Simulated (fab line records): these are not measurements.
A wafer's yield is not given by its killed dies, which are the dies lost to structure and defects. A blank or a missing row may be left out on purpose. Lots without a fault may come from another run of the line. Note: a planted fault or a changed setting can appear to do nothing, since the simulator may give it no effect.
A lot that was struck, set against a sound lot + flow nand harc + 22 steps out of a route of 1302
Sound: the wafers L460.2, L460.5, L460.6. Struck: wafers L480.4, L480.6. (L480.2 of the same lot was not struck and is left out.) The cause comes at the end.
At each step with rows: each side's tool, then ch and its chambers, then its first start. Under that, the readings that differ: sound wafers + struck wafers + difference of the means + sigmas: that difference in standard deviations of wafers without a fault.
alike: words and numbers the same on both sides, and readings whose means are apart by under 2 such deviations; not compared: readings that were withheld, readings missing a value for some wafer, numbers with overlapping values and no deviation given by the record, and bounds like >300 which may hide the same value.
A row with sigmas, a row that says differs or no value, or rows on one side alone: a step with any of these is where the two part. Non-overlapping numbers with no deviation appear without sigmas and do not part them. A reading missing from all wafers of one side parts the sides only when that side holds two or more wafers.

first, 1 step without rows for these wafers: NHARC_A_M0_SRD_25.
NHARC_A_M0_INSPECT_27:
  sound: defect inspect-01 at day 23 07:47; struck: defect inspect-01 at day 32 09:49
  alike: raw defect count
NHARC_A_M0_PRE_CLEAN_31: time 12 s.
  sound on pecvd-03 ch 1,2, day 23 07:53; struck on pecvd-01 ch 1,2, day 32 09:55
  alike: heater power outer w, heater power w, rf fwd power W
  not compared: since wet clean h
NHARC_A_M0_DEP_32: deposits SiCN, target thk 30 nm.
  sound on pecvd-03 ch 1,2, day 23 08:01; struck on pecvd-01 ch 1,2, day 32 10:03
| reading            | sound       | struck  | difference | sigmas |
|--------------------|-------------|---------|------------|--------|
| heater power w (W) | 663 629 667 | 513 497 | -148       | -2     |
  alike: chamber pressure Torr, heater power outer w, rf fwd power W
  not compared: since wet clean h
then, 7 steps without rows for these wafers: NHARC_A_M1_DEP_00 (deposits SiOC, target thk 182.5 nm); NHARC_A_M1_DEHYDRATE_01 (time 120 s); NHARC_A_M1_HMDS_02 (time 30 s); NHARC_A_M1_COAT_34 (time 65 s); NHARC_A_M1_COAT_03 (resist thk 90 nm); NHARC_A_M1_SOFTBAKE_04 (time 55 s); NHARC_A_M1_EBR_05.
NHARC_A_M1_EXPOSE_06: exposes mask A M1, target cd 120 nm.
  sound on arfi scanner-03 ch 0, day 23 09:04; struck on arfi scanner-02 ch 0, day 32 10:57
  alike: mask, reticle temp C
then, 2 steps without rows for these wafers: NHARC_A_M1_PEB_07 (peb time 65 s); NHARC_A_M1_DEVELOP_08 (develop time 35 s).
NHARC_A_M1_CD_MEAS_09: the cd target is 120 nm.
  sound on cd sem-03 ch 0, day 23 09:12; struck on cd sem-01 ch 0, day 32 11:05
  alike: cd nm
NHARC_A_M1_OVL_MEAS_10: pitch 240 nm.
  sound: overlay-02 at day 23 09:17; struck: overlay-02 at day 32 11:11
| reading           | sound       | struck    | difference | sigmas |
|-------------------|-------------|-----------|------------|--------|
| overlay x nm (nm) | 2.4 1.8 1.9 | -1.0 -0.4 | -2.7       | -3     |
| overlay y nm (nm) | 1.3 1.8 2.0 | -0.2 0.4  | -1.6       | -2     |
NHARC_A_M1_INSPECT_11:
  sound: defect inspect-02 at day 23 09:20; struck: defect inspect-01 at day 32 11:13
| reading          | sound       | struck | difference | sigmas |
|------------------|-------------|--------|------------|--------|
| raw defect count | 122 113 113 | 24 25  | -92        | -3     |
NHARC_A_M1_DESCUM_14: chemistry O2, time 3 s.
  sound on rie diel-13 ch 2,3, day 23 09:25; struck on rie diel-13 ch 1,2, day 32 11:17
| reading                | sound                | struck        | difference | sigmas |
|------------------------|----------------------|---------------|------------|--------|
| throttle valve pct (%) | 11.310 11.311 11.302 | 11.321 11.332 | +0.019     | +2     |
  alike: drypump motor current A, oes product au, rf vpp V, showerhead plenum p Torr
  not compared: rf hours counter h, model.A_M1.cd nm
NHARC_A_M1_ETCH_35: etches the open film in N2/H2, target depth 40 nm, overetch 12 nm, time 43.94 s.
  sound on rie diel-13 ch 0,3, day 23 09:29; struck on rie diel-13 ch 2, day 32 11:22
| reading                     | sound          | struck    | difference | sigmas |
|-----------------------------|----------------|-----------|------------|--------|
| drypump motor current A (A) | 5.40 5.41 5.90 | 6.11 6.11 | +0.54      | +2     |
  alike: oes product au, rf fwd power W, rf vpp V, showerhead plenum p Torr, throttle valve pct
  not compared: rf hours counter h
NHARC_A_M1_ETCH_15: etches the open film in C4F8/Ar, target depth 182.5 nm, time 91.2 s.
  sound: rie diel-13 ch 0,2; struck: rie diel-13 ch 3
  alike: oes product au, rf fwd power W, rf vpp V
  not compared: rf hours counter h, model.A_M1.cd nm
NHARC_A_M1_CD_MEAS_16:
  sound: cd sem-03 at day 23 09:44; struck: cd sem-02 at day 32 11:35
  alike: cd nm
NHARC_END_SORT_01:
  sound on prober-02 ch 0, day 24 22:38; struck on prober-01 ch 0, day 34 02:11
| reading                  | sound          | struck    | difference | sigmas |
|--------------------------|----------------|-----------|------------|--------|
| defect limited yield (%) | 87.6 88.5 88.5 | 95.1 95.0 | +6.8       | +3     |
| killed at array          | 79 73 72       | 22 26     | -51        | -3     |
| killed dies              | 84 78 78       | 33 34     | -46        | -3     |
  alike: killed at other, killed at periphery, killed open, killed short

== WHERE THEY PART ==
Earliest at NHARC_A_M0_DEP_32; latest, in this record, at NHARC_END_SORT_01.

WHY: what the simulator had put in
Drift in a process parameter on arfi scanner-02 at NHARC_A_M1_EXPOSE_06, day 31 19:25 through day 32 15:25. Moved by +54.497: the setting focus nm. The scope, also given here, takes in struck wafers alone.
